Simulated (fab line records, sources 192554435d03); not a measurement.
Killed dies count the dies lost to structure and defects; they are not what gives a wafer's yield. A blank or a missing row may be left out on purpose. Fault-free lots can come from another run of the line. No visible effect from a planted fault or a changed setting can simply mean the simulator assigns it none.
Split-lot trial -- flow n5_finfet -- on a route of 1938 steps: 7 lots, 21 wafers read

THE SPLIT
At N5_BEOL_M4_DESCUM_33 (chemistry O2, time 7 s), the setting time_s was moved away from the recipe's 7 s on 4 of the 21 wafers read, by -22.3% to +11.8%. This setting was run at the recipe's value on the other wafers.

There is no step in the file separating the split from the reading.

THE READING
CAR-EUV_of_BEOL_M4_COAT_22.thk_nm (the simulator's own value, which no gauge read), in nm, at N5_BEOL_M4_ETCH_77 (etches underlayer in N2/H2, target depth 6.5 nm, time 5.2 s). The file does not state a usual value for it. Across the 17 wafers here that went through the recipe, the average is 20.3 nm and the standard deviation 0.12 nm.

wafer,"tool, chamber at the split","time_s as run, s",against the recipe,"CAR-EUV_of_BEOL_M4_COAT_22.thk_nm, nm",against lot-mates on the recipe
L074.3,"rie_diel-05, 2",7,recipe,20.4,-
L074.5,"rie_diel-05, 2",7,recipe,20.6,-
L074.6,"rie_diel-05, 3",5.438,-22.3%,21.4,+0.9
L081.1,"rie_diel-02, 3,0",6.526,-6.8%,20.4,+0.2
L081.2,"rie_diel-02, 3,0",6.526,-6.8%,20.4,+0.2
L081.6,"rie_diel-02, 3",7,recipe,20.2,-
L082.2,"rie_diel-05, 0,2,1",7,recipe,20.2,-
L082.3,"rie_diel-05, 0,2,1",7,recipe,20.2,-
L082.4,"rie_diel-05, 0,2,1",7,recipe,20.4,-
L089.2,"rie_diel-02, 0,3",7,recipe,20.2,-
L089.4,"rie_diel-02, 0,3",7,recipe,20.2,-
L089.6,"rie_diel-02, 0",7,recipe,20.2,-
L092.1,"rie_diel-02, 0,2",7,recipe,20.4,-
L092.3,"rie_diel-02, 1",7,recipe,20.4,-
L092.5,"rie_diel-02, 0,2",7,recipe,20.2,-
L093.2,"rie_diel-02, 1,1,2",7,recipe,20.2,-
L093.4,"rie_diel-02, 1,1,2",7,recipe,20.2,-
L093.6,"rie_diel-02, 1,1,2",7,recipe,20.2,-
L096.1,"rie_diel-06, 2",7,recipe,20.2,-
L096.5,"rie_diel-06, 1",7.828,+11.8%,19.8,-0.5
L096.6,"rie_diel-06, 2",7,recipe,20.4,-
Where a row lists several chambers, the file gives one row for several wafers and doesn't say which wafer went through which chamber.

FIT RESULTS
A straight line over all 21 wafers: CAR-EUV_of_BEOL_M4_COAT_22.thk_nm changes by -0.0445 nm for each +1% of time_s; r = -0.90; the points scatter about the line by 0.13 nm.
The same after taking each lot's own level away (the mean of its wafers on the recipe; 21 wafers): -0.0396 nm for each +1%; r = -0.96; scatter 0.074 nm.
That fit puts the effect of the largest move of time_s on the reading at 0.88 nm.
The lots' own levels span 20.20 to 20.50 nm, that is 2.5 times the standard deviation above.
Thus the slope moves with the lot-to-lot level: the two fits are different.
Check: +0.824 nm against its lot-mates is what the line predicts for one of the wafers moved furthest among these (-22.3%) when that wafer is left out of the fit. It came out at +0.9 nm against them.

ADDITIONAL SPLITS CARRIED BY THESE WAFERS
Other splits were also applied to these wafers ahead of the reading. Each is held against what the fit with the lots' levels taken away leaves over:
other split on the same wafers,wafers away from the commonest value,r with CAR-EUV_of_BEOL_M4_COAT_22.thk_nm (lot level and that fit taken away)
N5_BEOL_M0_SAQP_SPACER1_ALD_98 ald_cycles,6,+0.18
N5_BEOL_M0_SAQP_ETCH_106 target_depth_a,10,-0.13
N5_BEOL_M0_ETCH_128 source_w,3,+0.02
N5_BEOL_M1_ETCH_64 bias_w,7,-0.09
N5_BEOL_M2_ETCH_64 bias_w,11,+0.18
N5_BEOL_M2_COAT_22 spin_rpm,9,+0.00
N5_BEOL_M3_ILD_DEP_00 time_s,6,+0.52
N5_BEOL_M3_VIA_ETCH_34 bias_w,8,+0.05
N5_BEOL_M4_COAT_73 spin_rpm,4,+0.00
N5_BEOL_M4_DESCUM_16 time_s,6,-0.08

THE WHOLE CHAIN: every reading that the file lists as answering this split, in the file's order
step,what it does,reading,change (the file's fit),r (the file's)
N5_BEOL_M4_DESCUM_33,"chemistry O2, time 7 s","CAR-EUV_of_BEOL_M4_COAT_22.thk_nm (the simulator's own value, which no gauge read)",-0.035 nm for each +1% of the setting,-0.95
N5_BEOL_M4_ETCH_77,"etches underlayer in N2/H2, target depth 6.5 nm, time 5.2 s","CAR-EUV_of_BEOL_M4_COAT_22.thk_nm (the simulator's own value, which no gauge read)",-0.04 nm for each +1% of the setting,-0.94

THE FILE'S OWN FIT
CAR-EUV_of_BEOL_M4_COAT_22.thk_nm changes by -0.04 nm for each +1% of time_s, r = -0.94.
